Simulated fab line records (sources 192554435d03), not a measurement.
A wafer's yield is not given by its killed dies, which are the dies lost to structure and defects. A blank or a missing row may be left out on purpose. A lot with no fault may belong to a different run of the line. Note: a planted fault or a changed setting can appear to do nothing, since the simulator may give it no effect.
fab line records | flow n5Finfet
record: lots: 8 wafers: 22 lastDay: 19
route steps=1938 shown BEOL_M1@799 BEOL_M4@1111 PASSIVATION@1936
lots that met no fault: taken from a fault-free run of the same line
startH: the number of hours between the record's first day and the start of the first shown wafer of the lot | waitH: how many hours have passed since the lot's step before this one | " same as the row above | L1.1+2: several wafers, shown together as one row | - no value, or no start was given | * or withheld: withheld | < > ~ a bound
route shown NAME@n: a module of which the file shows steps, and the number in the route of the first | usual: average and standard deviation across the fault-free wafers | same: alike in all rows | chamber/n: place in a boat | sites: per-site readings | _std_site: how widely they spread, as a standard deviation | _edge_site: outer sites' mean less inner sites' | radiusMm: for every site, how far away it sits from the centre of the wafer | mask NAME#n: copy n | behind: the most recent tool/chamber to have shaped the wafer | hold: reason for holding the lot/hours on hold/outcome of the hold | device: whichever transistor did not switch (one of n, p or np) | end of line: the route-end tests of the same wafers | a step with no rows: only its recipe | killed: not the wafer's yield, but the dies lost to structure and defects at the first sort | map: per-die view of a wafer (x killed, . not killed, _ where there is no die)
set.NAME: the setting the step ran with; set.NAME@STEP: the setting that earlier step ran with | model.NAME: the simulator's own value behind a step, which no gauge read
the route's steps for a sample of lots (tables are steps, rows are wafers)
services: a tool's chamber out of use, with start hour (startH, from the record's first day; less than 0 if before it), hours out, and reason
== steps ==
step: N5_BEOL_M1_STRIP_36
recipe: chemistry: N2/H2 powerW: 450 tempC: 40 pressureMtorr: 20 rfFrequencyHz: 6e+07 overashFraction: 0.3 biasPowerW: 7 h2Frac: 0.5 n2FlowSccm: 200 h2FlowSccm: 200
usual: drypumpMotorCurrentA: 5.6/0.36 oesProductAu: 0.76/0.097 rfVppV: 59.1/1.5 showerheadPlenumPTorr: 2.50/0.082 throttleValvePct: 23.72/0.27
columns lot.wafer tool chamber startH waitH drypumpMotorCurrentA oesProductAu rfHoursCounterH rfVppV showerheadPlenumPTorr throttleValvePct
L389.1 rieDiel-02 2 144.55 0.0 5.5 0.72 220 59.2 2.51 23.44
L389.2 " 3 " " 5.7 0.72 207 58.3 2.51 24.00
L389.6 " 1 " " 6.1 0.73 - 59.7 2.43 23.44
L390.3 rieDiel-02 1 145.51 0.0 6.1 0.72 172 62.5 2.43 23.42
L390.4 " 3 " " 5.7 0.73 208 58.6 2.51 24.04
L390.6 " 2 " " 5.5 0.73 - 59.4 2.51 23.45
L391.4 rieDiel-06 0 150.32 0.0 4.9 0.90 20 61.9 2.49 23.40
L391.5 " 2 " " 5.2 0.72 - 60.4 2.63 23.74
L391.6 " 3 " " 5.3 0.76 - 58.8 2.43 23.88
L395.1 rieDiel-06 3 188.30 0.0 5.4 0.74 177 58.9 2.42 23.90
L395.2 " 1 " " 5.7 0.74 204 58.3 2.40 23.36
L395.6 " 0 " " 4.9 0.87 - 56.8 2.49 23.43
L404.2 rieDiel-04 2 232.47 0.0 5.2 0.71 178 58.4 2.65 23.98
L404.4 " 1 " " 6.3 0.69 244 56.4 2.40 24.06
L404.6 " 3 " " 5.6 0.67 - 59.2 2.50 23.92
L406.1 rieDiel-02 3 238.19 0.0 5.7 0.70 239 60.1 2.50 24.05
L406.2 " 1 " " 6.0 0.69 201 56.9 2.42 23.51
L406.4 " 0 " " 5.5 0.95 - 58.1 2.58 23.50
L408.3 rieDiel-06 2 246.14 0.0 5.2 0.70 225 60.7 2.63 23.78
L408.4 " 0 " " 4.9 0.85 41 59.1 2.48 23.40
L409.2 rieDiel-06 1 255.56 0.0 5.6 0.72 216 60.5 2.40 23.34
L409.5 " 1 " " 5.6 0.72 - 59.9 2.40 23.35
step: N5_BEOL_M1_ALD_84
recipe: material: TaN targetThkA: * tempC: 275 aldPrecursorFamily: PDMAT aldCoReactant: NH3 pressureTorr: 3 carrierFlowSccm: 1500 pulseTimeS: 2 purgeTimeS: 3 coReactantPurgeTimeS: 2 coReactantPulseTimeS: 3 aldCycles: 30 precursorVesselTempC: 75 precursorVesselPressureTorr: 26.25 precursorVesselCarrierSccm: 1000
usual: aldCycles: 30/0 heaterPowerW: 414/46 precursorVesselPressureTorr: 26.25/0.055 susceptorTempC: 274.98/0.17
same: pulseTimeS: 2
columns lot.wafer tool chamber startH waitH aldCycles heaterPowerW precursorVesselPressureTorr susceptorTempC
L389.1 aldMetal-02 0 145.25 0.0 30 465 26.23 274.92
L389.2 " 1 " " 30 466 26.27 274.86
L389.6 " 1 " " 30 463 26.16 274.85
L390.3 aldMetal-04 0 146.30 0.3 30 464 26.27 275.09
L390.4 " 1 " " 30 367 26.33 275.14
L390.6 " 1 " " 30 368 26.27 275.01
L391.4 aldMetal-04 0 151.31 0.1 30 486 26.32 275.01
L391.5 " 0 " " 30 492 26.34 275.16
L391.6 " 1 " " 30 362 26.28 275.07
L395.1 aldMetal-02 0 188.96 0.1 30 487 26.30 275.17
L395.2 " 1 " " 30 453 26.26 275.08
L395.6 " 2 " " 30 423 26.21 274.80
L404.2 aldMetal-02 3 233.01 0.0 30 417 26.24 274.99
L404.4 " 2 " " 30 414 26.27 274.93
L404.6 " 0 " " 30 479 26.23 275.13
L406.1 aldMetal-02 3 238.68 0.0 30 426 26.26 275.05
L406.2 " 2 " " 16 420 26.29 -
L406.4 " 0 " " 16 486 26.24 -
L408.3 aldMetal-02 0 246.68 0.0 30 492 26.23 275.13
L408.4 " 0 " " 16 472 26.20 -
L409.2 aldMetal-02 2 256.05 0.0 16 407 26.24 -
L409.5 " 0 " " 30 497 26.24 274.97
step: N5_BEOL_M1_SPUTTER_48
recipe: material: Cu targetThkA: 45 tempC: -20 chamberPressurePa: 0.07 powerW: withheld timeS: 8.29
usual: substrateTempC: -20.01/0.1 susceptorTempC: -19.99/0.12 throttleValvePct: 30.2/0.71
columns lot.wafer tool chamber startH waitH substrateTempC susceptorTempC throttleValvePct
L389.1 pvdSputter-01 - 145.96 0.1 -19.90 -19.87 29.5
L389.2 " - " " -19.85 -20.23 30.9
L389.6 " - " " -19.93 -20.05 30.8
L390.3 pvdSputter-02 - 148.04 0.1 -20.01 -20.01 29.0
L390.4 " - " " -19.97 -20.08 31.2
L390.6 " - " " -20.10 -19.97 30.8
L391.4 pvdSputter-03 - 153.27 1.5 -19.93 -19.75 29.9
L391.5 " - " " -20.03 -19.87 29.7
L391.6 " - " " -20.07 -19.96 29.8
L395.1 pvdSputter-02 - 189.46 0.1 -20.11 -19.89 30.2
L395.2 " - " " -20.24 -19.78 30.7
L395.6 " - " " -20.09 -19.92 30.3
L404.2 pvdSputter-03 - 233.46 0.1 -20.05 -19.92 30.1
L404.4 " - " " -20.07 -19.97 29.5
L404.6 " - " " -20.13 -19.87 29.9
L406.1 pvdSputter-03 - 239.27 0.1 -20.00 -20.06 31.1
L406.2 " - " " -20.06 -20.08 29.6
L406.4 " - " " -19.98 -19.98 30.3
L408.3 pvdSputter-03 - 247.24 0.2 -20.01 -20.03 29.6
L408.4 " - " " -20.10 -20.06 31.1
L409.2 pvdSputter-03 - 256.53 0.1 -19.98 -20.10 30.3
L409.5 " - " " -19.80 -20.16 29.6
step: N5_BEOL_M1_SPUTTER_79
recipe: material: Cu targetThkA: 45 tempC: -20 chamberPressurePa: 0.07 powerW: withheld timeS: 8.29
usual: substrateTempC: -19.99/0.095 susceptorTempC: -20.02/0.11 throttleValvePct: 30.2/0.69
columns lot.wafer tool chamber startH waitH substrateTempC susceptorTempC throttleValvePct
L389.1 pvdSputter-01 - 146.18 0.1 -19.97 -20.23 29.5
L389.2 " - " " -19.81 -19.93 31.1
L389.6 " - " " -20.06 -19.80 30.8
L390.3 pvdSputter-02 - 148.26 0.1 -20.00 -20.00 29.0
L390.4 " - " " -19.98 -20.08 31.2
L390.6 " - " " -19.98 -20.22 30.8
L391.4 pvdSputter-03 - 153.49 0.1 -19.95 -20.01 29.4
L391.5 " - " " -20.16 -20.10 29.6
L391.6 " - " " -20.03 -19.88 29.8
L395.1 pvdSputter-02 - 189.68 0.1 -20.02 -20.04 30.3
L395.2 " - " " -19.96 -20.13 30.7
L395.6 " - " " -20.06 -20.09 30.3
L404.2 pvdSputter-03 - 233.68 0.1 -19.98 -20.20 30.2
L404.4 " - " " -19.83 -20.03 29.6
L404.6 " - " " -19.80 -19.86 29.6
L406.1 pvdSputter-03 - 239.49 0.1 -20.04 -20.05 31.1
L406.2 " - " " -20.07 -20.12 29.6
L406.4 " - " " -20.26 -20.05 30.0
L408.3 pvdSputter-03 - 247.46 0.1 -19.97 -19.92 29.8
L408.4 " - " " -19.98 -19.95 30.9
L409.2 pvdSputter-03 - 256.75 0.1 -19.93 -19.98 30.1
L409.5 " - " " -20.05 -20.03 29.7
step: N5_BEOL_M4_RC_MEAS_101
usual: CHAIN_V0: 234/10 CHAIN_V0_max_site: 243/11 COMB_M1: 5.7e-11/1e-11 COMB_M1_max_site: 8.2e-11/2e-11 DIBL_N: 36.0/1.7 DIBL_P: 36.2/1.9 IOFF_N: 0.154/0.028 IOFF_P: 0.21/0.036 ION_N: 675/11 ION_P: 463/8.3 SERP_M1: 195/15 SERP_M1_max_site: 206/17 SS_N: 71.4/0.63 SS_P: 73.2/0.55 VT_N: 250.2/3 VT_P: -251/3.7
columns lot.wafer tool chamber startH waitH CHAIN_V0[ohm/link] CHAIN_V0_max_site[ohm/link] COMB_M1[S/m] COMB_M1_max_site[S/m] DIBL_N[mV/V] DIBL_P[mV/V] IOFF_N[nA/um] IOFF_P[nA/um] ION_N[uA/um] ION_P[uA/um] SERP_M1[ohm/um] SERP_M1_max_site[ohm/um] SS_N[mV/dec] SS_P[mV/dec] VT_N[mV] VT_P[mV]
L389.1 prober-01 0 197.44 0.0 237 250 6.5e-11 9.2e-11 35.0 33.2 0.116 0.17 670 455 205 226 71.2 73.0 252.2 -252
L389.2 " 0 " " 242 250 6.3e-11 7.5e-11 38.3 38.5 0.186 0.26 688 474 212 222 72.9 73.9 245.6 -247
L389.6 " 0 " " 239 255 6.7e-11 1.43e-10 39.0 38.7 0.196 0.26 700 477 200 214 72.4 73.9 245.2 -246
L391.4 prober-02 0 244.44 0.5 236 242 5.1e-11 7.5e-11 32.7 32.2 0.103 0.16 668 463 185 191 70.7 72.2 255.7 -256
L391.5 " 0 " " 241 249 7.8e-11 8.8e-11 35.9 34.8 0.140 0.19 672 457 179 194 70.7 73.0 251.5 -255
L391.6 " 0 " " 233 246 6e-11 9.2e-11 36.7 36.0 0.152 0.20 678 458 170 187 70.6 73.6 250.0 -251
L395.1 prober-01 0 269.35 0.0 236 244 5.1e-11 6e-11 36.9 37.4 0.154 0.20 673 455 189 203 71.7 73.4 252.1 -252
L395.2 " 0 " " 226 235 3.7e-11 5.6e-11 35.5 35.5 0.126 0.18 660 455 198 207 72.1 72.6 252.8 -252
L395.6 " 0 " " 237 243 7.1e-11 8.9e-11 36.7 36.4 0.142 0.18 670 455 195 206 71.4 73.1 250.3 -254
L390.3 prober-01 0 307.21 0.3 232 237 6.5e-11 9.7e-11 34.5 35.1 0.143 0.19 664 458 173 175 71.8 73.2 250.0 -254
L390.4 " 0 " " 217 221 5.7e-11 8.4e-11 36.8 38.3 0.181 0.23 683 470 161 166 71.7 74.0 249.0 -251
L390.6 " 0 " " 234 242 4.3e-11 6.7e-11 37.0 39.3 0.202 0.26 688 469 177 179 72.3 73.5 244.7 -247
L404.2 prober-01 0 316.01 0.2 232 233 5.9e-11 7.7e-11 35.8 35.0 0.147 0.18 667 456 198 203 71.2 73.4 253.0 -254
L404.4 " 0 " " 225 228 7.1e-11 1.4e-10 34.4 34.3 0.138 0.18 684 466 201 206 71.4 73.2 249.5 -255
L404.6 " 0 " " 237 243 6.7e-11 8.6e-11 33.4 32.6 0.119 0.16 667 449 192 201 71.3 72.6 257.5 -255
L406.1 prober-02 0 339.42 0.0 241 253 4.4e-11 6.8e-11 37.2 37.0 0.177 0.23 681 468 201 216 71.8 73.7 250.5 -249
L406.2 " 0 " " 162 167 5.5e-10 1.055e-09 39.3 38.5 0.221 0.26 682 466 158 163 72.9 73.6 246.6 -246
L406.4 " 0 " " 152 158 4.36e-10 7.66e-10 36.8 36.7 0.175 0.24 687 474 145 148 70.9 74.0 247.1 -248
L408.3 prober-01 0 342.68 0.3 222 232 5e-11 6.9e-11 36.0 36.7 0.158 0.20 665 462 205 214 71.2 72.8 247.5 -249
L408.4 " 0 " " 155 158 5.05e-10 6.21e-10 39.1 38.8 0.214 0.23 697 468 157 159 71.9 73.2 244.7 -251
L409.2 prober-02 0 342.68 0.2 156 161 4.57e-10 7.09e-10 37.4 39.0 0.203 0.29 690 476 149 154 71.6 74.1 243.0 -243
L409.5 " 0 " " 245 253 4.1e-11 5.3e-11 37.1 37.7 0.182 0.27 676 471 198 211 71.2 73.0 246.8 -244
sites CHAIN_V0 radiusMm=0,75,75,75,75,140,140,140,140
L389.1 231 230 232 236 237 250 241 237 244
L391.4 226 232 242 236 242 232 239 236 233
L395.1 244 240 236 244 240 228 233 223 229
L390.3 228 233 237 233 232 226 218 234 231
L404.2 221 233 232 233 233 233 221 220 232
L406.1 253 241 245 245 249 229 233 232 229
L408.3 222 230 221 232 229 224 222 218 222
L409.2 158 161 155 150 157 153 151 156 156
sites COMB_M1 radiusMm=0,75,75,75,75,140,140,140,140
L389.1 6.5e-11 5.4e-11 5.5e-11 9.2e-11 4.5e-11 6.6e-11 7.8e-11 5.3e-11 6.8e-11
L391.4 6.9e-11 5.1e-11 3.6e-11 4.7e-11 4.8e-11 5.9e-11 5e-11 7.5e-11 6.3e-11
L395.1 5.1e-11 5.3e-11 5.8e-11 5.3e-11 4.7e-11 6e-11 4.2e-11 4.6e-11 4.4e-11
L390.3 6.5e-11 6.8e-11 7.1e-11 5.5e-11 4.6e-11 9.7e-11 6.4e-11 8.2e-11 3.8e-11
L404.2 4.9e-11 5.9e-11 7.7e-11 6.4e-11 5e-11 5.1e-11 7.6e-11 5.9e-11 7.6e-11
L406.1 4.7e-11 3e-11 3.4e-11 4.4e-11 3.7e-11 6.8e-11 6.6e-11 4.5e-11 3.2e-11
L408.3 3.1e-11 6.9e-11 6.4e-11 4.6e-11 6.1e-11 3.7e-11 6.9e-11 4.4e-11 5e-11
L409.2 4.54e-10 3.99e-10 7.09e-10 4.57e-10 4.04e-10 6.63e-10 4.96e-10 5.12e-10 3.88e-10
sites SERP_M1 radiusMm=0,75,75,75,75,140,140,140,140
L389.1 193 192 193 205 202 226 223 222 218
L391.4 177 185 191 188 186 181 189 176 173
L395.1 202 195 186 203 190 181 189 179 184
L390.3 170 173 174 166 169 175 164 175 174
L404.2 192 199 203 197 197 195 198 198 199
L406.1 216 201 211 203 214 190 200 191 191
L408.3 205 209 205 214 206 203 209 193 201
L409.2 149 154 152 146 150 145 149 154 148
step: N5_PASSIVATION_PROBE_49
usual: defectLimitedYield: 90.9/1.4 killed_at_M0_to_M3: 38/11 killed_at_M4_up: 13/5.9 killedAtContacts: 14/6.4 killedAtFrontEnd: 38/11 killedAtOther: 3.3/2.5 killedDies: 107/16 killedOnRim: 14/3.6 killedOpen: 70/12 killedShort: 35/7.7 sort_bin_4_leakage: 0.00/0.007 sort_bin_5_function: 5.3/0.94 sort_bin_6_memory: 3.5/0.7 sortNPass: 1073/16 sortYieldPct: 90.9/1.4
same: grossDies: 1180 killedAtBackSide: 0 sort_bin_8_speed[%]: 0
columns lot.wafer tool chamber startH waitH defectLimitedYield[%] killed_at_M0_to_M3 killed_at_M4_up killedAtContacts killedAtFrontEnd killedAtOther killedDies killedOnRim killedOpen killedShort sort_bin_4_leakage[%] sort_bin_5_function[%] sort_bin_6_memory[%] sortNPass sortYieldPct[%]
L389.1 prober-01 - 294.32 0.0 91.9 21 14 3 51 7 96 19 65 31 0 4.4 3.6 1084 91.9
L389.2 prober-01 - 294.37 0.1 90.4 38 7 6 59 3 113 13 66 47 0 5.9 3.2 1067 90.4
L389.6 prober-01 - 294.57 0.3 93.3 17 17 8 34 3 79 10 44 34 0 4.4 2.2 1101 93.3
L391.4 prober-01 - 349.81 0.2 90.1 30 9 29 46 3 117 16 72 42 0 5.2 4.2 1063 90.1
L391.5 prober-01 - 349.86 0.2 88.5 30 8 27 69 2 136 16 91 44 0 6.4 4.8 1044 88.5
L391.6 prober-01 - 349.91 0.3 86.9 35 20 27 71 1 154 21 94 58 0 8.1 4.3 1026 86.9
L395.1 prober-02 - 381.80 0.0 92.3 25 18 11 35 2 91 13 61 30 0 5.0 2.5 1089 92.3
L395.2 prober-02 - 381.85 0.1 92.0 38 11 7 37 1 94 12 66 28 0 5.3 2.3 1086 92.0
L395.6 prober-02 - 382.05 0.3 88.9 39 26 6 57 3 131 13 91 40 0 6.9 4.0 1049 88.9
L390.3 prober-02 - 418.45 0.1 89.9 35 12 21 39 12 119 17 76 43 0 6.0 3.7 1061 89.9
L390.4 prober-02 - 418.50 0.2 91.6 40 9 18 28 4 99 10 67 32 0 5.1 3.1 1081 91.6
L390.6 prober-02 - 418.60 0.3 91.6 19 13 14 48 5 99 14 67 32 0 4.7 3.2 1081 91.6
L404.2 prober-02 - 424.46 0.1 90.6 50 12 22 24 3 111 18 73 32 0 6.1 2.8 1069 90.6
L404.4 prober-02 - 424.56 0.2 90.3 47 11 15 41 0 114 17 82 31 0 5.7 3.5 1066 90.3
L404.6 prober-02 - 424.66 0.3 91.6 37 20 14 24 4 99 9 67 30 0 4.9 3.1 1081 91.6
L406.1 prober-02 - 461.48 0.0 88.7 60 16 6 48 3 133 24 75 55 0 7.0 3.9 1047 88.7
L406.2 prober-02 - 461.53 0.1 68.3 304 5 11 51 3 374 39 81 42 21.19 6.2 4.0 806 68.3
L406.4 prober-02 - 461.63 0.2 68.8 280 14 17 51 6 368 55 86 45 20.08 5.8 4.8 812 68.8
L409.2 prober-02 - 461.99 0.1 73.4 270 6 6 26 6 314 38 42 17 21.44 2.8 2.1 866 73.4
L409.5 prober-02 - 462.14 0.2 92.2 42 10 15 21 4 92 11 61 30 0 3.8 3.8 1088 92.2
L408.3 prober-01 - 464.31 0.1 92.1 29 4 14 41 5 93 12 63 30 0 4.5 3.2 1087 92.1
L408.4 prober-01 - 464.36 0.2 73.1 240 14 24 36 4 318 49 75 28 18.22 4.7 3.2 862 73.1
killed by level:class
L389.1 STI_FIN_REVEAL:geometricParticle:open=17 FIN_SAQP:geometricParticle:short=11 BEOL_M1:geometricParticle:open=6 FIN_SAQP:geometricParticle:open=5 BEOL_M0_SAQP:geometricParticle:short=5 STI_FIN_REVEAL:geometricParticle:short=4 GATE_CUT:geometricParticle:open=4 BEOL_M2:geometricParticle:open=4
L389.2 FIN_SAQP:geometricParticle:short=17 STI_FIN_REVEAL:geometricParticle:open=16 BEOL_M1:geometricParticle:open=9 BEOL_M3:geometricParticle:open=6 FIN_SAQP:geometricParticle:open=6 BEOL_M0_SAQP:geometricParticle:short=5 GATE_CUT:geometricParticle:open=4 MOL_CONTACT_COAG:geometricParticle:open=4
L389.6 FIN_SAQP:geometricParticle:short=9 MOL_CONTACT_COAG:geometricParticle:open=6 BEOL_M4:geometricParticle:open=6 STI_FIN_REVEAL:geometricParticle:open=5 BEOL_M5:geometricParticle:open=5 STARTING-WAFER:geometricParticle:short=5 GATE_CUT:geometricParticle:short=4 BEOL_M2:geometricParticle:open=4
L391.4 MOL_CONTACT_COAG:geometricParticle:open=21 FIN_SAQP:geometricParticle:short=11 FIN_SAQP:geometricParticle:open=9 MOL_CONTACT_COAG:geometricParticle:short=8 GATE_CUT:geometricParticle:short=6 BEOL_M1:geometricParticle:open=5 BEOL_M1:geometricParticle:short=5 STARTING-WAFER:geometricParticle:open=5
L391.5 FIN_SAQP:geometricParticle:open=25 MOL_CONTACT_COAG:geometricParticle:open=21 FIN_SAQP:geometricParticle:short=18 BEOL_M0_SAQP:geometricParticle:short=12 STI_FIN_REVEAL:geometricParticle:open=10 BEOL_M0_SAQP:geometricParticle:open=7 MOL_CONTACT_COAG:geometricParticle:short=6 GATE_CUT:geometricParticle:open=5
L391.6 FIN_SAQP:geometricParticle:short=27 FIN_SAQP:geometricParticle:open=23 MOL_CONTACT_COAG:geometricParticle:open=21 BEOL_M1:geometricParticle:open=10 BEOL_M0_SAQP:geometricParticle:short=10 STI_FIN_REVEAL:geometricParticle:open=9 MOL_CONTACT_COAG:geometricParticle:short=6 GATE_CUT:geometricParticle:short=5
L395.1 STI_FIN_REVEAL:geometricParticle:open=13 MOL_CONTACT_COAG:geometricParticle:open=10 BEOL_M4:geometricParticle:open=9 BEOL_M0_SAQP:geometricParticle:short=8 FIN_SAQP:geometricParticle:open=7 GATE_CUT:geometricParticle:short=6 BEOL_M0_SAQP:geometricParticle:open=4 BEOL_M1:geometricParticle:open=4
L395.2 FIN_SAQP:geometricParticle:open=7 BEOL_M0_SAQP:geometricParticle:short=7 BEOL_M1:geometricParticle:open=7 BEOL_M3:geometricParticle:open=7 STI_FIN_REVEAL:geometricParticle:open=6 MOL_CONTACT_COAG:geometricParticle:open=6 BEOL_M1:geometricParticle:short=6 DUMMY_GATE:geometricParticle:open=5
L395.6 FIN_SAQP:geometricParticle:open=24 BEOL_M4:geometricParticle:open=12 BEOL_M0_SAQP:geometricParticle:short=8 BEOL_M1:geometricParticle:open=8 FIN_SAQP:geometricParticle:short=7 BEOL_M0_SAQP:geometricParticle:open=6 MOL_CONTACT_COAG:geometricParticle:open=5 STARTING-WAFER:geometricParticle:short=5
L390.3 MOL_CONTACT_COAG:geometricParticle:open=17 FIN_SAQP:geometricParticle:open=13 BEOL_M0_SAQP:geometricParticle:short=8 BEOL_M2:geometricParticle:open=8 GATE_CUT:geometricParticle:short=6 BEOL_M0_SAQP:geometricParticle:open=6 BEOL_M1:geometricParticle:open=5 BEOL_M4:geometricParticle:open=5
L390.4 MOL_CONTACT_COAG:geometricParticle:open=16 BEOL_M2:geometricParticle:open=10 FIN_SAQP:geometricParticle:short=7 BEOL_M1:geometricParticle:open=7 BEOL_M0_SAQP:geometricParticle:open=7 FIN_SAQP:geometricParticle:open=6 BEOL_M2:geometricParticle:short=6 BEOL_M0_SAQP:geometricParticle:short=6
L390.6 FIN_SAQP:geometricParticle:open=13 FIN_SAQP:geometricParticle:short=11 MOL_CONTACT_COAG:geometricParticle:open=10 GATE_CUT:geometricParticle:short=8 BEOL_M2:geometricParticle:open=8 BEOL_M4:geometricParticle:open=5 STI_FIN_REVEAL:geometricParticle:open=4 MOL_CONTACT_COAG:geometricParticle:short=4
L404.2 BEOL_M3:geometricParticle:open=18 MOL_CONTACT_COAG:geometricParticle:open=15 BEOL_M0_SAQP:geometricParticle:open=8 BEOL_M0_SAQP:geometricParticle:short=8 MOL_CONTACT_COAG:geometricParticle:short=7 BEOL_M1:geometricParticle:open=7 STI_FIN_REVEAL:geometricParticle:open=4 BEOL_M1:geometricParticle:short=4
L404.4 STI_FIN_REVEAL:geometricParticle:open=17 MOL_CONTACT_COAG:geometricParticle:open=11 BEOL_M1:geometricParticle:open=10 BEOL_M2:geometricParticle:open=9 BEOL_M3:geometricParticle:open=9 GATE_CUT:geometricParticle:short=7 BEOL_M0_SAQP:geometricParticle:open=6 STI_FIN_REVEAL:geometricParticle:short=5
L404.6 MOL_CONTACT_COAG:geometricParticle:open=12 BEOL_M3:geometricParticle:open=11 FIN_SAQP:geometricParticle:short=5 STI_FIN_REVEAL:geometricParticle:open=5 BEOL_M0_SAQP:geometricParticle:short=5 BEOL_M4:geometricParticle:open=5 DUMMY_GATE:geometricParticle:open=4 BEOL_M0:geometricParticle:open=4
L406.1 FIN_SAQP:geometricParticle:short=21 BEOL_M1:geometricParticle:open=13 BEOL_M0_SAQP:geometricParticle:short=11 BEOL_M2:geometricParticle:open=11 FIN_SAQP:geometricParticle:open=10 BEOL_M4:geometricParticle:open=9 BEOL_M3:geometricParticle:open=8 BEOL_M1:geometricParticle:short=4
L406.2 M1:areaAld=250 FIN_SAQP:geometricParticle:open=18 FIN_SAQP:geometricParticle:short=12 MOL_CONTACT_COAG:geometricParticle:open=10 BEOL_M3:geometricParticle:open=10 STI_FIN_REVEAL:geometricParticle:open=8 BEOL_M1:geometricParticle:open=8 BEOL_M1:geometricParticle:short=8
L406.4 M1:areaAld=237 FIN_SAQP:geometricParticle:open=19 FIN_SAQP:geometricParticle:short=15 BEOL_M1:geometricParticle:open=13 MOL_CONTACT_COAG:geometricParticle:open=12 BEOL_M2:geometricParticle:open=10 GATE_CUT:geometricParticle:open=5 MOL_CONTACT_COAG:geometricParticle:short=5
L409.2 M1:areaAld=253 STI_FIN_REVEAL:geometricParticle:open=8 MOL_CONTACT_COAG:geometricParticle:open=6 STI_FIN_REVEAL:geometricParticle:short=3 BEOL_M0:geometricParticle:open=3 BEOL_M1:geometricParticle:open=3 BEOL_M2:geometricParticle:open=3 DUMMY_GATE:geometricParticle:open=2
L409.5 MOL_CONTACT_COAG:geometricParticle:open=14 BEOL_M2:geometricParticle:open=13 BEOL_M3:geometricParticle:open=9 STI_FIN_REVEAL:geometricParticle:open=7 BEOL_M1:geometricParticle:open=5 BEOL_M2:geometricParticle:short=5 BEOL_M0:geometricParticle:short=3 BEOL_M4:geometricParticle:open=3
L408.3 FIN_SAQP:geometricParticle:open=12 MOL_CONTACT_COAG:geometricParticle:open=12 FIN_SAQP:geometricParticle:short=8 STI_FIN_REVEAL:geometricParticle:open=8 BEOL_M0_SAQP:geometricParticle:short=6 BEOL_M1:geometricParticle:open=6 BEOL_M0_SAQP:geometricParticle:open=5 STARTING-WAFER:geometricParticle:open=4
L408.4 M1:areaAld=215 MOL_CONTACT_COAG:geometricParticle:open=23 STI_FIN_REVEAL:geometricParticle:open=17 BEOL_M1:geometricParticle:open=10 FIN_SAQP:geometricParticle:short=7 STI_FIN_REVEAL:geometricParticle:short=6 BEOL_M4:geometricParticle:open=4 FIN_SAQP:geometricParticle:open=3
== services ==
columns tool chamber startH hours kind
rieDiel-02 1 154.13 5.4 repair
rieDiel-02 0 165.92 - clean
rieDiel-02 0 165.92 - consumableReplace:focusRing
rieDiel-02 0 165.92 16.7 scheduledDown
rieDiel-02 0 165.92 16.7 ventCycle
rieDiel-04 3 167.41 8.7 repair
rieDiel-02 - 179.40 1.0 repair
aldMetal-02 2 183.39 4.4 repair
rieDiel-06 2 189.08 10.0 repair
aldMetal-02 3 196.45 26.9 repair
rieDiel-06 - 200.13 14.6 pm
pvdSputter-03 - 205.12 1.6 repair
aldMetal-02 2 208.75 6.2 repair
rieDiel-06 2 226.76 7.4 repair
rieDiel-02 2 234.77 - clean
rieDiel-02 2 234.77 - consumableReplace:focusRing
rieDiel-02 2 234.77 18.5 scheduledDown
rieDiel-02 2 234.77 18.5 ventCycle
rieDiel-04 3 236.60 5.9 repair
pvdSputter-01 - 237.91 1.1 repair
== key ==
firstSign: step: N5_BEOL_M1_ALD_84 reading: aldCycles direction: down sigmas: 99+ usual: * struck: *
effect: step: N5_BEOL_M4_RC_MEAS_101 reading: COMB_M1 direction: up sigmas: 43 usual: 5.7e-11 struck: 4.87e-10
effect: step: N5_BEOL_M4_RC_MEAS_101 reading: CHAIN_V0 direction: down sigmas: 7.7 usual: 234 struck: 156
effect: step: N5_BEOL_M4_RC_MEAS_101 reading: COMB_M1_max_site direction: up sigmas: 36 usual: 8.2e-11 struck: 7.88e-10
effect: step: N5_BEOL_M4_RC_MEAS_101 reading: SERP_M1 direction: down sigmas: 2.8 usual: 195 struck: 152
effect: step: N5_BEOL_M4_RC_MEAS_101 reading: CHAIN_V0_max_site direction: down sigmas: 7.5 usual: 243 struck: 161
effect: step: N5_BEOL_M4_RC_MEAS_101 reading: SERP_M1_max_site direction: down sigmas: 3 usual: 206 struck: 156
effect: step: N5_PASSIVATION_PROBE_49 reading: sort_bin_4_leakage direction: up sigmas: 99+ usual: 0.00 struck: 20.23
moreKillsBornAt: N5_BEOL_M1_ALD_84@aldMetal-02: 955
metAt N5_BEOL_M1_ALD_84
struckLots L406,L408,L409
struckWafers L406.2,L406.4,L408.4,L409.2
notActingAt N5_BEOL_M1_STRIP_36,N5_BEOL_M1_SPUTTER_48,N5_BEOL_M1_SPUTTER_79
onsetBetween 233.01 238.68
fault: kind: processParameterDrift tool: aldMetal-02 chamber: - onsetH: 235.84 steps: N5_BEOL_M1_ALD_84 channel: aldCycles offset: * shape: step endH: 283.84 scope: struckWafersOnly actsIn: * stated: *
